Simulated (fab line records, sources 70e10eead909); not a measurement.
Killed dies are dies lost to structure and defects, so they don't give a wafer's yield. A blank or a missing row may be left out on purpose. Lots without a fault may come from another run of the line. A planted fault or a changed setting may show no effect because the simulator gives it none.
fab line records | flow nand_harc
record lots=11 wafers=33 last_day=24
route steps=1159 shown P_M2@333 A_BONDPAD@1084 THIN_TSV@1150 END@1159
lots that met no fault: from a run of the same line without faults
start_h: hours from the record's first day to the start of the lot's first wafer shown | wait_h: hours since the lot's step before | " the same as in the row above | L1.1+2: a row that stands for several wafers | - no value, or no start given | * or withheld: withheld | < > ~ a bound
route shown NAME@n: a module of which the file shows steps, and the number in the route of the first | usual: mean/standard deviation of fault-free wafers | same: alike in all rows | chamber/n: place in a boat | sites: the reading at each site | _std_site: their standard deviation | _edge_site: outer sites' mean less inner sites' | radius_mm: how far each site lies from the wafer's centre | mask NAME#n: copy n | behind: the tool/chamber that last shaped the wafer | hold: why the lot was held/for how many hours/how that ended | device: the transistor (n, p or np) that didn't switch | end of line: the same wafers' tests at the end of the route | a step without rows: its recipe alone | killed: dies lost to structure and defects at the first sort, not the wafer's yield | map: a wafer's dies, x killed, . not, _ none there
set.NAME: the setting as run; set.NAME@STEP: as run at that earlier step | model.NAME: the simulator's own value behind a step, which no gauge read
steps of the route over a sample of lots; a table a step, a row a wafer
services: from which hour (start_h, from the record's first day; less than 0 if before it) a tool's chamber was out of use, for how many hours, and why
## steps
# step NHARC_P_M2_ETCH_15
# recipe target_depth_a=1825 time_s=91.2 c4f8_flow_sccm=withheld ar_flow_sccm=400 rf_w=600 bias_w=300 chemistry=C4F8/Ar
# usual chamber_pressure_mTorr=25.001/0.022 oes_product_au=0.948/0.023 rf_vpp_V=441/3.1
# columns lot.wafer tool chamber start_h wait_h chamber_pressure_mTorr oes_product_au rf_hours_counter_h rf_vpp_V
L413.4 rie_diel-11 0 119.73 - 24.963 0.914 16 437
L413.1 " 1 " " 25.001 0.933 15 442
L413.6 " 0 " " 25.003 0.918 - 437
L415.3 rie_diel-04 0 142.83 - 24.975 0.990 0 442
L415.5 " 2 " " 25.001 0.964 - 446
L415.6 " 3 " " 24.996 0.985 - 440
L416.1 rie_diel-11 1 142.84 - 25.029 0.937 19 443
L416.4 " 2 " " 25.010 0.963 21 445
L416.3 " 0 " " 24.983 0.937 21 437
L418.1 rie_diel-04 1 157.29 - 24.981 0.962 1 436
L418.6 " 0 " " 25.000 0.958 - 443
L418.5 " 1 " " 25.011 0.956 - 438
L419.3 rie_diel-04 2 163.64 - 24.994 0.964 2 445
L419.2 " 3 " " 25.008 0.967 2 440
L419.4 " 0 " " 24.990 0.985 1 443
L420.1 rie_diel-04 3 171.94 - 24.997 0.901 2 440
L420.5 " 2 " " 24.965 0.925 - 446
L420.6 " 3 " " 24.970 0.911 - 442
L421.1 rie_diel-04 3 173.07 - 25.035 0.951 2 441
L421.4 " 0 " " 24.985 0.954 2 444
L421.5 " 1 " " 24.964 0.937 - 438
L422.3 rie_diel-04 1 179.70 - 24.985 0.975 2 438
L422.1 " 2 " " 25.019 0.969 2 445
L422.5 " 0 " " 24.995 0.982 - 443
L433.2 rie_diel-04 1 248.15 - 24.966 0.923 4 437
L433.1 " 0 " " 25.018 0.935 4 443
L433.5 " 2 " " 24.989 0.922 - 444
L435.1 rie_diel-04 3 248.95 - 24.998 0.962 5 440
L435.4 " 0 " " 24.973 0.960 4 443
L435.6 " 2 " " 25.018 0.980 - 447
L436.3 rie_diel-04 1 261.08 - 25.009 0.917 5 438
L436.4 " 2 " " 25.012 0.920 5 446
L436.5 " 3 " " 25.008 0.919 - 442
# step NHARC_A_BONDPAD_PVD_17
# recipe target_thk_a=50 bias_v=168.6 power_w=15000 chamber_pressure_pa=0.12 time_s=8.06 substrate_temp_c=50 material=TaN
# usual throttle_valve_pct=29.6/1.2
# columns lot.wafer tool chamber start_h wait_h throttle_valve_pct
L413.4 pvd_sputter-02 - - - 27.5
L413.1 " - " " 28.5
L413.6 " - " " 27.1
L415.3 pvd_sputter-02 - - - 27.3
L415.6 " - " " 28.7
L415.5 " - " " 28.3
L416.4 pvd_sputter-03 - - - 30.7
L416.3 " - " " 30.9
L416.1 " - " " 31.2
L418.1 pvd_sputter-02 - - - 28.7
L418.5 " - " " 27.1
L418.6 " - " " 28.6
L419.3 pvd_sputter-03 - - - 31.0
L419.4 " - " " 30.6
L419.2 " - " " 31.2
L421.1 pvd_sputter-01 - - - 28.8
L421.4 " - " " 29.9
L421.5 " - " " 28.9
L420.1 pvd_sputter-02 - - - 29.7
L420.5 " - " " 28.5
L420.6 " - " " 28.2
L422.3 pvd_sputter-03 - - - 31.6
L422.1 " - " " 30.7
L422.5 " - " " 30.2
L433.1 pvd_sputter-02 - - - 28.4
L433.2 " - " " 27.1
L433.5 " - " " 29.5
L435.1 pvd_sputter-03 - - - 30.4
L435.4 " - " " 30.6
L435.6 " - " " 30.3
L436.3 pvd_sputter-02 - - - 28.7
L436.4 " - " " 28.5
L436.5 " - " " 28.6
# step NHARC_A_BONDPAD_CMP_19
# recipe t_overpolish_s=30 cu_recess_touch_s=16 target_thk_nm=169.8
# usual motor_current_A=12.1/1.1 overpolish_run_s=30.000/0.0097
# columns lot.wafer tool chamber start_h wait_h motor_current_A overpolish_run_s
L413.4 cmp-01 0 405.34 - 12.6 29.986
L413.1 " 1 " " 12.6 30.020
L413.6 " 3 " " 11.7 30.006
L415.3 cmp-03 1 419.85 - 11.5 30.013
L415.6 " 1 " " 12.7 29.996
L415.5 " 2 " " 12.6 29.986
L416.4 cmp-04 0 420.29 - 11.0 30.003
L416.3 " 1 " " 11.5 29.993
L416.1 " 3 " " 12.8 29.998
L418.1 cmp-03 0 452.01 - 13.0 30.001
L418.6 " 2 " " 13.1 29.997
L418.5 " 3 " " 13.6 29.993
L419.4 cmp-01 1 457.26 - 12.4 30.008
L419.2 " 2 " " 9.6 29.985
L419.3 " 3 " " 11.9 29.995
L421.1 cmp-01 1 462.63 - 12.8 30.002
L421.4 " 2 " " 9.6 30.003
L421.5 " 0 " " 13.1 30.002
L420.1 cmp-01 3 462.97 - 11.8 29.982
L420.5 " 3 " " 11.7 30.019
L420.6 " 0 " " 13.4 29.991
L422.1 cmp-04 1 476.46 - 10.9 30.000
L422.3 " 0 " " 10.7 29.990
L422.5 " 1 " " 10.8 30.009
L433.2 cmp-01 3 533.77 - 11.7 30.001
L433.1 " 1 " " 12.8 29.997
L433.5 " 3 " " 11.9 30.008
L435.1 cmp-03 3 534.83 - 13.2 29.992
L435.4 " 2 " " 12.8 30.002
L435.6 " 0 " " 13.6 30.006
L436.3 cmp-04 1 555.38 - 11.8 29.992
L436.4 " 3 " " 12.8 30.004
L436.5 " 2 " " 11.4 30.024
# step NHARC_THIN_TSV_DESCUM_35
# recipe time_s=3 o2_flow_sccm=200 ar_flow_sccm=0 bias_power_w=0 chemistry=O2
# usual chamber_pressure_mTorr=59.99/0.055 drypump_motor_current_A=5.6/0.48 oes_product_au=1.001/0.011 rf_vpp_V=57.6/0.87 showerhead_plenum_p_Torr=1.90/0.1 throttle_valve_pct=11.311/0.0095
# columns lot.wafer tool chamber start_h wait_h chamber_pressure_mTorr drypump_motor_current_A oes_product_au rf_hours_counter_h rf_vpp_V showerhead_plenum_p_Torr throttle_valve_pct
L413.4 rie_diel-02 3 423.29 - 59.98 5.1 1.002 9.1 56.1 1.78 11.314
L413.1 " 0 " " 59.94 5.1 1.004 8.3 57.4 2.05 11.302
L413.6 " 2 " " 60.04 5.5 1.019 - 57.1 1.79 11.302
L415.3 rie_diel-12 2 439.17 - 59.96 5.3 0.980 3.5 57.9 2.05 11.318
L415.5 " 1 " " 59.92 5.0 0.996 - 57.9 1.92 11.312
L415.6 " 2 " " 60.08 5.4 0.976 - 57.1 2.05 11.296
L416.4 rie_diel-02 0 440.10 - 59.91 5.1 1.008 9.9 59.5 2.05 11.306
L416.3 " 2 " " 59.95 5.5 1.011 11.0 56.3 1.78 11.320
L416.1 " 3 " " 60.01 5.1 0.989 10.5 57.1 1.78 11.321
L418.1 rie_diel-02 3 470.33 - 59.95 5.1 0.998 13.5 55.8 1.78 11.303
L418.5 " 0 " " 60.04 5.1 1.017 - 56.0 2.05 11.312
L418.6 " 1 " " 60.05 5.9 0.997 - 57.3 1.79 11.308
L419.2 rie_diel-02 2 478.33 - 60.09 5.5 1.009 14.9 57.6 1.78 11.322
L419.4 " 3 " " 60.01 5.1 1.014 14.1 58.3 1.78 11.300
L419.3 " 0 " " 60.01 5.1 1.025 13.5 58.8 2.05 11.299
L421.1 rie_diel-12 3 480.61 - 60.03 6.5 1.008 6.4 56.5 2.01 11.303
L421.4 " 0 " " 60.03 5.8 0.987 7.8 60.1 1.99 11.324
L421.5 " 3 " " 60.07 6.5 1.014 - 58.1 2.01 11.317
L420.1 rie_diel-12 0 483.91 - 60.01 5.8 1.004 7.9 58.7 1.99 11.317
L420.5 " 2 " " 60.02 5.4 0.982 - 57.8 2.05 11.302
L420.6 " 3 " " 59.91 6.5 1.005 - 59.1 2.01 11.309
L422.3 rie_diel-03 2 496.85 - 60.00 5.9 0.999 5.9 57.6 1.95 11.317
L422.1 " 3 " " 59.95 5.6 0.991 6.4 57.1 1.86 11.313
L422.5 " 1 " " 60.03 4.8 1.000 - 56.6 1.77 11.298
L433.1 rie_diel-02 3 553.77 - 60.06 5.1 1.008 4.0 56.9 1.78 11.329
L433.2 " 0 " " 59.98 5.1 1.007 4.0 58.4 2.04 11.307
L433.5 " 1 " " 59.89 5.9 1.013 - 57.4 1.79 11.296
L435.4 rie_diel-02 2 554.86 - 60.04 5.5 1.010 4.0 56.5 1.78 11.316
L435.1 " 3 " " 59.99 5.1 0.999 4.0 57.2 1.78 11.305
L435.6 " 1 " " 60.02 6.0 1.018 - 56.4 1.79 11.312
L436.3 rie_diel-02 2 572.77 - 60.07 5.5 1.014 7.1 56.9 1.78 11.318
L436.4 " 1 " " 59.95 5.9 1.012 6.8 57.6 1.79 11.313
L436.5 " 3 " " 59.98 5.1 1.010 - 57.5 1.78 11.314
# step NHARC_END_SORT_01
# recipe temp_c=25
# usual defect_limited_yield=95.2/1.9 killed_at_array=29/13 killed_at_other=0.7/1 killed_at_periphery=3.2/2.3 killed_dies=33/13 killed_open=3.3/1.7 killed_short=2.0/1.5 sort_bin_2_pct=1.5/0.8 sort_bin_3_pct=0.27/0.22 sort_bin_4_pct=3.0/1.1 sort_n_pass=644/13 sort_rim_yield_pct=96.0/2.9 sort_yield_pct=95.2/1.9
# same gross_dies=677 sort_bin_5_pct[%]=0 sort_bin_6_pct[%]=0 sort_bin_7_pct[%]=0 sort_bin_8_pct[%]=0 sort_rim_n_gross=106.00
# columns lot.wafer tool chamber start_h wait_h defect_limited_yield[%] killed_at_array killed_at_other killed_at_periphery killed_dies killed_open killed_short sort_bin_2_pct[%] sort_bin_3_pct[%] sort_bin_4_pct[%] sort_n_pass sort_rim_yield_pct[%] sort_yield_pct[%]
L418.1 prober-01 0 478.59 2.5 97.9 13 0 1 14 4 2 0.7 0 1.3 663 99.1 97.9
L418.5 prober-01 0 481.80 3.7 97.0 15 1 4 20 7 1 1.0 0.15 1.8 657 97.2 97.0
L418.6 prober-01 0 482.61 4.0 97.5 14 0 3 17 4 4 0.9 0 1.6 660 97.2 97.5
L421.1 prober-01 0 487.17 2.5 79.6 35 0 103 138 8 1 7.5 5.17 7.7 539 83.0 79.6
L421.4 prober-01 0 489.55 3.4 78.1 37 3 108 148 4 1 7.8 5.47 8.6 529 98.1 78.1
L421.5 prober-01 0 490.34 3.7 83.9 32 3 74 109 6 2 5.9 3.55 6.6 568 76.4 83.9
L420.1 prober-02 0 494.90 2.5 97.0 17 1 2 20 3 1 1.0 0.44 1.5 657 97.2 97.0
L420.5 prober-02 0 498.08 3.7 97.3 13 0 5 18 4 1 0.9 0 1.8 659 98.1 97.3
L420.6 prober-02 0 498.87 4.0 97.3 12 0 6 18 3 3 0.9 0 1.8 659 96.2 97.3
L422.1 prober-02 0 505.63 2.5 85.1 46 0 55 101 2 0 4.9 3.84 6.2 576 86.8 85.1
L422.3 prober-02 0 507.21 3.1 86.3 32 0 61 93 4 2 4.9 3.84 5.0 584 82.1 86.3
L422.5 prober-02 0 508.79 3.7 78.9 39 0 104 143 5 2 8.0 4.87 8.3 534 97.2 78.9
# killed by level:class
L418.1 A_CONTACT:geometric_particle:open=2 A_CHANNEL_HOLE_D1:chamber_film_flake=2 A_STAIRCASE:chamber_film_flake=2 A_CONTACT:chamber_film_flake=2 P_M0:geometric_particle:open=1 A_ONON_D1:geometric_particle:short=1 A_CHANNEL_FILL_D1:geometric_particle:open=1 A_CONTACT:geometric_particle:short=1
L418.5 A_STAIRCASE:chamber_film_flake=5 A_CHANNEL_HOLE_D1:chamber_film_flake=3 A_M0:geometric_particle:open=2 P_ZERO_WELL:geometric_particle:open=1 P_M0:geometric_particle:open=1 P_M2:geometric_particle:open=1 A_CHANNEL_HOLE_D1:geometric_particle:open=1 A_CONTACT:geometric_particle:open=1
L418.6 A_STAIRCASE:chamber_film_flake=4 A_CHANNEL_HOLE_D1:chamber_film_flake=3 P_CONTACT:geometric_particle:open=1 P_M0:geometric_particle:open=1 A_ONON_D1:geometric_particle:short=1 A_CHANNEL_FILL_D1:geometric_particle:short=1 A_CHANNEL_FILL_D1:geometric_particle:open=1 A_SGD_CUT:geometric_particle:short=1
L421.1 P_M2:unspecified=101 A_CHANNEL_HOLE_D1:chamber_film_flake=13 A_SLIT:chamber_film_flake=8 A_CHANNEL_FILL_D1:geometric_particle:open=3 A_STAIRCASE:chamber_film_flake=2 A_CONTACT:chamber_film_flake=2 P_CONTACT:geometric_particle:open=1 A_SGD_CUT:geometric_particle:open=1
L421.4 P_M2:unspecified=103 A_CHANNEL_HOLE_D1:chamber_film_flake=11 A_SLIT:chamber_film_flake=10 A_STAIRCASE:chamber_film_flake=7 P_ZERO_WELL:chamber_film_flake=5 HYBRID_BOND:chamber_film_flake=3 A_CONTACT:chamber_film_flake=3 A_CONTACT:geometric_particle:open=2
L421.5 P_M2:unspecified=66 A_SLIT:chamber_film_flake=11 A_CHANNEL_HOLE_D1:chamber_film_flake=7 A_STAIRCASE:chamber_film_flake=5 A_CONTACT:chamber_film_flake=5 HYBRID_BOND:chamber_film_flake=3 P_CONTACT:geometric_particle:open=2 P_ZERO_WELL:chamber_film_flake=2
L420.1 A_CONTACT:chamber_film_flake=6 A_CHANNEL_HOLE_D1:chamber_film_flake=4 A_ONON_D1:geometric_particle:open=2 A_STAIRCASE:chamber_film_flake=2 A_CHANNEL_FILL_D1:geometric_particle:short=1 A_CONTACT:geometric_particle:open=1 P_STI:chamber_film_flake=1 P_GATE:chamber_film_flake=1
L420.5 A_STAIRCASE:chamber_film_flake=6 A_CHANNEL_HOLE_D1:chamber_film_flake=3 P_GATE:geometric_particle:open=1 P_CONTACT:geometric_particle:open=1 P_M0:geometric_particle:open=1 A_ONON_D1:geometric_particle:short=1 A_CHANNEL_FILL_D1:geometric_particle:open=1 P_ZERO_WELL:chamber_film_flake=1
L420.6 A_CONTACT:chamber_film_flake=4 P_GATE:chamber_film_flake=3 A_CHANNEL_HOLE_D1:chamber_film_flake=3 A_CONTACT:geometric_particle:open=2 A_STAIRCASE:chamber_film_flake=2 P_CONTACT:geometric_particle:short=1 P_CONTACT:geometric_particle:open=1 P_M0:geometric_particle:short=1
L422.1 P_M2:unspecified=54 A_SLIT:chamber_film_flake=19 A_CHANNEL_HOLE_D1:chamber_film_flake=11 A_CONTACT:chamber_film_flake=8 A_STAIRCASE:chamber_film_flake=5 A_M0:geometric_particle:open=2 P_STI:chamber_film_flake=1 A_BLC:chamber_film_flake=1
L422.3 P_M2:unspecified=60 A_SLIT:chamber_film_flake=9 A_CONTACT:chamber_film_flake=7 A_CHANNEL_HOLE_D1:chamber_film_flake=5 A_STAIRCASE:chamber_film_flake=4 P_M1:geometric_particle:open=1 A_CHANNEL_FILL_D1:geometric_particle:open=1 A_WL_FILL:geometric_particle:short=1
L422.5 P_M2:unspecified=103 A_SLIT:chamber_film_flake=16 A_CHANNEL_HOLE_D1:chamber_film_flake=14 P_CONTACT:geometric_particle:open=1 A_SOURCE_PLATE:geometric_particle:short=1 A_ONON_D1:geometric_particle:open=1 A_CHANNEL_FILL_D1:geometric_particle:short=1 A_CHANNEL_FILL_D1:geometric_particle:open=1
## services
# columns tool chamber start_h hours kind
rie_diel-02 0 108.44 6.3 repair
rie_diel-04 - 111.90 9.0 pm
pvd_sputter-02 - 116.01 0.9 repair
rie_diel-02 - 150.70 9.0 pm
rie_diel-02 3 183.17 3.3 repair
rie_diel-04 - 186.45 3.6 repair
pvd_sputter-02 - 214.03 10.0 pm
rie_diel-04 2 219.62 17.1 repair
pvd_sputter-02 - 236.27 5.2 repair
rie_diel-02 1 246.19 5.3 repair
rie_diel-04 3 266.83 8.2 repair
rie_diel-04 - 288.90 9.0 pm
pvd_sputter-02 - 303.59 15.9 repair
rie_diel-02 3 314.03 4.5 repair
rie_diel-02 - 327.70 9.0 pm
pvd_sputter-02 - 353.17 1.7 repair
pvd_sputter-02 - 392.05 10.0 pm
pvd_sputter-02 - 416.34 1.0 repair
pvd_sputter-02 - 420.97 1.0 repair
rie_diel-04 3 464.16 2.4 repair
rie_diel-04 - 465.90 9.0 pm
rie_diel-02 - 504.70 9.0 pm
rie_diel-04 2 529.70 4.1 repair
rie_diel-04 3 549.65 13.3 repair
## key
first_sign step=NHARC_END_SORT_01 reading=killed_at_periphery direction=up sigmas=36 usual=3.2 struck=84.2
effect step=NHARC_END_SORT_01 reading=defect_limited_yield direction=down sigmas=7 usual=95.2 struck=82.0
more_kills_born_at NHARC_P_M2_ETCH_15@rie_diel-04=487
met_at NHARC_P_M2_ETCH_15
struck_lots L421,L422
not_acting_at NHARC_A_BONDPAD_PVD_17,NHARC_A_BONDPAD_CMP_19,NHARC_THIN_TSV_DESCUM_35
onset_between 171.94 173.07
fault kind=chamber_particle_source tool=rie_diel-04 chamber=- onset_h=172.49 steps=NHARC_P_M2_ETCH_15 rate_per_visit_cm2=1.6877 end_h=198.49
